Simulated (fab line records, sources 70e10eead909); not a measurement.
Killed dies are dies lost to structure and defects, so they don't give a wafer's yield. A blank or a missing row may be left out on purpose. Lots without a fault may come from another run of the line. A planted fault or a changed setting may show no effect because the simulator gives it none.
Which tool did it? | flow nand_harc | 24 lots, 72 wafers sampled, at 5 steps of a route of 1159

WHAT THE GAUGES READ, wafer by wafer
NHARC_A_SGD_CUT_CD_MEAS_09: target cd 100 nm. Usual: cd_nm 100.4 nm, standard deviation 0.88.
lot  | measured     | on        | cd_nm (nm)        | flag
L075 | day 14 02:49 | cd_sem-01 | 99.7 100.1 100.6  |
L074 | day 14 02:28 | cd_sem-01 | 99.8 101.4 100.4  |
L076 | day 14 11:52 | cd_sem-01 | 99.7 100.8 99.5   |
L077 | day 14 13:16 | cd_sem-02 | 100.2 99.8 100.8  |
L079 | day 14 18:00 | cd_sem-01 | 99.8 100.1 99.5   |
L078 | day 14 18:11 | cd_sem-02 | 99.5 98.6 99.5    |
L080 | day 15 09:22 | cd_sem-01 | 100.5 100.5 100.4 |
L081 | day 15 09:12 | cd_sem-01 | 101.9 101.9 100.6 |
L082 | day 16 02:53 | cd_sem-01 | 100.5 100.8 99.3  |
L083 | day 16 03:11 | cd_sem-03 | 101.1 100.7 100.6 |
L085 | day 16 05:31 | cd_sem-01 | 101.6 101.0 101.3 |
L084 | day 16 05:09 | cd_sem-02 | 99.7 100.6 99.5   |
L086 | day 16 14:56 | cd_sem-01 | 100.5 101.3 102.2 |
L088 | day 17 02:40 | cd_sem-01 | 100.9 100.6 101.1 |
L087 | day 17 02:29 | cd_sem-02 | 101.1 100.6 101.0 |
L090 | day 18 08:05 | cd_sem-01 | 99.7 100.8 100.3  |
L091 | day 18 09:02 | cd_sem-03 | 101.3 101.4 101.1 |
L089 | day 18 07:46 | cd_sem-03 | 100.5 100.2 99.5  |
L092 | day 18 10:50 | cd_sem-03 | 100.6 100.9 101.2 |
L093 | day 18 13:05 | cd_sem-01 | 100.1 100.4 101.0 |
L094 | day 18 19:33 | cd_sem-03 | 99.1 99.9 99.3    |
L097 | day 19 00:58 | cd_sem-02 | 99.5 98.7 98.6    |
L095 | day 19 01:07 | cd_sem-02 | 101.6 101.9 100.9 |
L096 | day 19 01:26 | cd_sem-01 | 99.3 99.3 99.7    |

NHARC_A_SGD_CUT_INSPECT_25. Usual: raw_defect_count 325, standard deviation 82.
lot  | measured     | on                | raw_defect_count | flag
L075 | day 14 09:31 | defect_inspect-01 | 368 233 223      |
L074 | day 14 09:29 | defect_inspect-01 | 319 432 216      |
L076 | day 14 18:38 | defect_inspect-02 | 320 234 250      |
L077 | day 14 18:36 | defect_inspect-02 | 333 331 262      |
L079 | day 15 02:10 | defect_inspect-02 | 301 653 398      |
L078 | day 15 02:13 | defect_inspect-01 | 206 240 211      |
L080 | day 15 18:58 | defect_inspect-01 | 337 327 362      |
L081 | day 15 18:54 | defect_inspect-01 | 282 334 373      |
L082 | day 16 09:29 | defect_inspect-01 | 333 289 393      |
L083 | day 16 09:29 | defect_inspect-02 | 301 374 343      |
L085 | day 16 09:39 | defect_inspect-02 | 353 331 452      |
L084 | day 16 09:36 | defect_inspect-01 | 315 215 463      |
L086 | day 16 21:32 | defect_inspect-02 | 441 357 462      |
L088 | day 17 08:52 | defect_inspect-01 | 408 345 444      |
L087 | day 17 08:53 | defect_inspect-02 | 265 251 208      |
L090 | day 18 15:10 | defect_inspect-02 | 263 273 154      |
L091 | day 18 15:05 | defect_inspect-01 | 353 239 360      |
L089 | day 18 15:08 | defect_inspect-02 | 385 450 460      |
L092 | day 18 15:14 | defect_inspect-01 | 291 357 276      |
L093 | day 18 19:46 | defect_inspect-02 | 299 256 279      |
L094 | day 19 02:11 | defect_inspect-01 | 394 384 255      |
L097 | day 19 07:36 | defect_inspect-02 | 353 253 280      |
L095 | day 19 07:33 | defect_inspect-02 | 354 368 347      |
L096 | day 19 07:37 | defect_inspect-02 | 446 339 299      |

WHICH TOOL RAN EACH LOT (tool, then ch and the chambers of the sampled wafers, then the start)
lot  | NHARC_A_STAIRCASE_DEP_301       | NHARC_A_SGD_CUT_ETCH_15                       | NHARC_A_SGD_CUT_STRIP_17
L075 | pecvd-04 ch 0,1, day 12 02:29   | rie_diel-13 ch 0,3, day 14 09:31 or earlier   | rie_diel-13 ch 0,2,3, day 14 09:31 or earlier
L074 | pecvd-04 ch 0,1, day 12 03:44   | rie_diel-10 ch 1,3, day 14 09:29 or earlier   | rie_diel-10 ch 0,1,3, day 14 09:29 or earlier
L076 | pecvd-04 ch 0,1,2, day 12 05:38 | rie_diel-13 ch 2,3, day 14 18:38 or earlier   | rie_diel-13 ch 0,1, day 14 18:38 or earlier
L077 | pecvd-01 ch 0,1,2, day 12 11:23 | rie_diel-10 ch 0,1,3, day 14 18:36 or earlier | rie_diel-10 ch 0,1,3, day 14 18:36 or earlier
L079 | pecvd-04 ch 1,2, day 12 17:40   | rie_diel-13 ch 0,3, day 15 02:10 or earlier   | rie_diel-13 ch 0,3, day 15 02:10 or earlier
L078 | pecvd-04 ch 1,2, day 12 19:31   | rie_diel-09 ch 0,1,2, day 15 02:13 or earlier | rie_diel-09 ch 0,2,3, day 15 02:13 or earlier
L080 | pecvd-04 ch 0,1, day 13 07:08   | rie_diel-09 ch 0,1,3, day 15 18:58 or earlier | rie_diel-09 ch 0,1,2, day 15 18:58 or earlier
L081 | pecvd-04 ch 0,1,2, day 13 09:01 | rie_diel-10 ch 0,3, day 15 18:54 or earlier   | rie_diel-10 ch 0,1, day 15 18:54 or earlier
L082 | pecvd-01 ch 0,2, day 14 01:52   | rie_diel-10 ch 0,2,3, day 16 09:29 or earlier | rie_diel-10 ch 0,2,3, day 16 09:29 or earlier
L083 | pecvd-04 ch 0,2, day 14 02:05   | rie_diel-09 ch 0,1,2, day 16 09:29 or earlier | rie_diel-09 ch 0,1,2, day 16 09:29 or earlier
L085 | pecvd-03 ch 1,2, day 14 02:09   | rie_diel-10 ch 0,1,3, day 16 09:39 or earlier | rie_diel-10 ch 1,2,3, day 16 09:39 or earlier
L084 | pecvd-03 ch 0,1,2, day 14 04:01 | rie_diel-09 ch 0,1,3, day 16 09:36 or earlier | rie_diel-09 ch 0,2,3, day 16 09:36 or earlier
L086 | pecvd-01 ch 0,1, day 14 17:04   | rie_diel-09 ch 1,3, day 16 21:32 or earlier   | rie_diel-09 ch 0,2,3, day 16 21:32 or earlier
L088 | pecvd-03 ch 0,2, day 14 21:25   | rie_diel-13 ch 0,2,3, day 17 08:52 or earlier | rie_diel-13 ch 1,2,3, day 17 08:52 or earlier
L087 | pecvd-01 ch 0,2, day 15 00:04   | rie_diel-09 ch 0,2,3, day 17 08:53 or earlier | rie_diel-09 ch 0,1,3, day 17 08:53 or earlier
L090 | pecvd-03 ch 1,2, day 16 03:02   | rie_diel-09 ch 0,1, day 18 15:10 or earlier   | rie_diel-09 ch 1,2, day 18 15:10 or earlier
L091 | pecvd-01 ch 0,1,2, day 16 04:26 | rie_diel-10 ch 1,2,3, day 18 15:05 or earlier | rie_diel-10 ch 0,1,3, day 18 15:05 or earlier
L089 | pecvd-01 ch 1,2, day 16 04:50   | rie_diel-10 ch 0,2, day 18 15:08 or earlier   | rie_diel-10 ch 0,1, day 18 15:08 or earlier
L092 | pecvd-04 ch 0,1,2, day 16 06:17 | rie_diel-09 ch 0,1,2, day 18 15:14 or earlier | rie_diel-09 ch 0,2,3, day 18 15:14 or earlier
L093 | pecvd-03 ch 1,2, day 16 10:04   | rie_diel-10 ch 0,1, day 18 19:46 or earlier   | rie_diel-10 ch 0,1,2, day 18 19:46 or earlier
L094 | pecvd-03 ch 0,1,2, day 16 18:14 | rie_diel-10 ch 1,2, day 19 02:11 or earlier   | rie_diel-10 ch 0,1,3, day 19 02:11 or earlier
L097 | pecvd-03 ch 0,2, day 17 01:34   | rie_diel-13 ch 0,2,3, day 19 07:36 or earlier | rie_diel-13 ch 0,3, day 19 07:36 or earlier
L095 | pecvd-01 ch 0,1,2, day 17 01:37 | rie_diel-10 ch 0,3, day 19 07:33 or earlier   | rie_diel-10 ch 1,2,3, day 19 07:33 or earlier
L096 | pecvd-01 ch 0,1,2, day 17 04:49 | rie_diel-13 ch 0,2,3, day 19 07:37 or earlier | rie_diel-13 ch 0,2,3, day 19 07:37 or earlier
- NHARC_A_STAIRCASE_DEP_301: deposits SiON, target thk 30 nm.
- NHARC_A_SGD_CUT_ETCH_15: etches the open film in CH3F/O2, target depth 75 nm, time 64.3 s.
- NHARC_A_SGD_CUT_STRIP_17: strips in O2.

WHAT THE TOOLS THEMSELVES READ (means of the sampled wafers that have a number; where no wafer has one, the mark that the record gives instead)
NHARC_A_STAIRCASE_DEP_301. Usual: heater_power_w 742 W, standard deviation 83.
lot  | tool     | heater_power_w (W) | flag
L075 | pecvd-04 | 726                |
L074 | pecvd-04 | 765                |
L076 | pecvd-04 | 764                |
L077 | pecvd-01 | 749                |
L079 | pecvd-04 | 768                |
L078 | pecvd-04 | 682                |
L080 | pecvd-04 | 731                |
L081 | pecvd-04 | 741                |
L082 | pecvd-01 | 720                |
L083 | pecvd-04 | 772                |
L085 | pecvd-03 | 754                |
L084 | pecvd-03 | 686                |
L086 | pecvd-01 | 696                |
L088 | pecvd-03 | 705                |
L087 | pecvd-01 | 697                |
L090 | pecvd-03 | 750                |
L091 | pecvd-01 | 777                |
L089 | pecvd-01 | 807                |
L092 | pecvd-04 | 745                |
L093 | pecvd-03 | 755                |
L094 | pecvd-03 | 724                |
L097 | pecvd-03 | 710                |
L095 | pecvd-01 | 769                |
L096 | pecvd-01 | 780                |

NHARC_A_SGD_CUT_ETCH_15. Usual: drypump_motor_current_A 5.6 A, standard deviation 0.53; oes_product_au 0.958 a.u., standard deviation 0.021; rf_vpp_V 263.9 V, standard deviation 1.5; showerhead_plenum_p_Torr 2.46 Torr, standard deviation 0.084; throttle_valve_pct 20.663 %, standard deviation 0.0093.
lot  | tool        | drypump_motor_current_A (A) | oes_product_au (a.u.) | rf_vpp_V (V) | showerhead_plenum_p_Torr (Torr) | throttle_valve_pct (%) | flag
L075 | rie_diel-13 | 5.5                         | 0.939                 | 264.7        | 2.51                            | 20.658                 |
L074 | rie_diel-10 | 5.1                         | 0.951                 | 264.6        | 2.53                            | 20.660                 |
L076 | rie_diel-13 | 5.6                         | 0.957                 | 262.4        | 2.36                            | 20.662                 |
L077 | rie_diel-10 | 5.5                         | 0.966                 | 264.7        | 2.49                            | 20.664                 |
L079 | rie_diel-13 | 5.4                         | 0.948                 | 264.4        | 2.49                            | 20.658                 |
L078 | rie_diel-09 | 5.8                         | 0.972                 | 264.0        | 2.45                            | 20.667                 |
L080 | rie_diel-09 | 5.4                         | 0.985                 | 264.8        | 2.50                            | 20.664                 |
L081 | rie_diel-10 | 5.9                         | 0.977                 | 263.9        | 2.45                            | 20.661                 |
L082 | rie_diel-10 | 6.2                         | 0.960                 | 263.5        | 2.48                            | 20.657                 |
L083 | rie_diel-09 | 5.7                         | 0.970                 | 264.1        | 2.45                            | 20.663                 |
L085 | rie_diel-10 | 5.5                         | 0.965                 | 264.5        | 2.49                            | 20.662                 |
L084 | rie_diel-09 | 5.4                         | 0.988                 | 264.7        | 2.50                            | 20.670                 |
L086 | rie_diel-09 | 5.2                         | 0.974                 | 263.9        | 2.47                            | 20.671                 |
L088 | rie_diel-13 | 5.6                         | 0.947                 | 263.6        | 2.43                            | 20.664                 |
L087 | rie_diel-09 | 5.4                         | 0.931                 | 264.4        | 2.44                            | 20.662                 |
L090 | rie_diel-09 | 5.8                         | 0.961                 | 265.5        | 2.51                            | 20.653                 |
L091 | rie_diel-10 | 5.8                         | 0.944                 | 264.4        | 2.52                            | 20.667                 |
L089 | rie_diel-10 | 6.2                         | 0.942                 | 263.4        | 2.44                            | 20.661                 |
L092 | rie_diel-09 | 5.7                         | 0.974                 | 264.0        | 2.45                            | 20.656                 |
L093 | rie_diel-10 | 5.1                         | 0.959                 | 265.2        | 2.50                            | 20.658                 |
L094 | rie_diel-10 | 6.0                         | 0.956                 | 264.6        | 2.52                            | 20.671                 |
L097 | rie_diel-13 | 5.5                         | 0.917                 | 263.3        | 2.43                            | 20.661                 |
L095 | rie_diel-10 | 5.9                         | 0.982                 | 264.0        | 2.48                            | 20.662                 |
L096 | rie_diel-13 | 5.5                         | 0.926                 | 263.6        | 2.43                            | 20.668                 |

NHARC_A_SGD_CUT_STRIP_17. Usual: drypump_motor_current_A 5.6 A, standard deviation 0.5; oes_product_au 0.999 a.u., standard deviation 0.014; rf_vpp_V 57.8 V, standard deviation 0.84; showerhead_plenum_p_Torr 3.54 Torr, standard deviation 0.11; throttle_valve_pct 17.037 %, standard deviation 0.0081.
lot  | tool        | drypump_motor_current_A (A) | oes_product_au (a.u.) | rf_vpp_V (V) | showerhead_plenum_p_Torr (Torr) | throttle_valve_pct (%) | flag
L075 | rie_diel-13 | 5.5                         | 0.983                 | 58.5         | 3.49                            | 17.040                 |
L074 | rie_diel-10 | 5.5                         | 0.995                 | 58.8         | 3.58                            | 17.029                 |
L076 | rie_diel-13 | 5.6                         | 0.992                 | 57.7         | 3.58                            | 17.038                 |
L077 | rie_diel-10 | 5.5                         | 1.005                 | 57.7         | 3.57                            | 17.035                 |
L079 | rie_diel-13 | 5.5                         | 0.981                 | 57.0         | 3.60                            | 17.044                 |
L078 | rie_diel-09 | 5.5                         | 1.013                 | 57.9         | 3.51                            | 17.041                 |
L080 | rie_diel-09 | 5.7                         | 1.012                 | 58.0         | 3.51                            | 17.037                 |
L081 | rie_diel-10 | 5.1                         | 1.004                 | 57.6         | 3.58                            | 17.031                 |
L082 | rie_diel-10 | 6.2                         | 0.994                 | 57.5         | 3.56                            | 17.038                 |
L083 | rie_diel-09 | 5.8                         | 1.015                 | 57.9         | 3.51                            | 17.041                 |
L085 | rie_diel-10 | 5.8                         | 0.990                 | 57.8         | 3.62                            | 17.029                 |
L084 | rie_diel-09 | 5.4                         | 1.011                 | 58.0         | 3.51                            | 17.037                 |
L086 | rie_diel-09 | 5.4                         | 1.008                 | 58.9         | 3.51                            | 17.026                 |
L088 | rie_diel-13 | 5.6                         | 0.998                 | 57.5         | 3.45                            | 17.032                 |
L087 | rie_diel-09 | 5.4                         | 1.002                 | 57.9         | 3.59                            | 17.039                 |
L090 | rie_diel-09 | 5.9                         | 1.006                 | 57.3         | 3.48                            | 17.032                 |
L091 | rie_diel-10 | 5.5                         | 0.987                 | 58.2         | 3.57                            | 17.037                 |
L089 | rie_diel-10 | 5.5                         | 1.001                 | 57.9         | 3.52                            | 17.038                 |
L092 | rie_diel-09 | 5.4                         | 1.005                 | 57.4         | 3.50                            | 17.038                 |
L093 | rie_diel-10 | 5.8                         | 0.989                 | 58.3         | 3.57                            | 17.035                 |
L094 | rie_diel-10 | 5.5                         | 1.000                 | 56.6         | 3.57                            | 17.040                 |
L097 | rie_diel-13 | 5.4                         | 0.988                 | 57.8         | 3.56                            | 17.030                 |
L095 | rie_diel-10 | 5.8                         | 0.985                 | 57.6         | 3.62                            | 17.039                 |
L096 | rie_diel-13 | 5.6                         | 0.991                 | 57.3         | 3.49                            | 17.029                 |

THE ANSWER, worked out from the rows above alone
Rule: a lot is off if the mean of its wafers that have a number lies more than 3 standard deviations from the usual mean. A lot without any number at a reading at which 4 lots or more have one is off too. The other lots that the step has rows for count as sound. The gauges are gone through in route order, then the tools' own readings, and for those a lot's mean is taken as printed above. The first step at which some lot is off is used, and at that step the reading that is off furthest; a lot without a number counts as furthest.
No lot is off at any reading shown: from this, nothing can be told.

WHAT THE SIMULATOR HAD PUT IN
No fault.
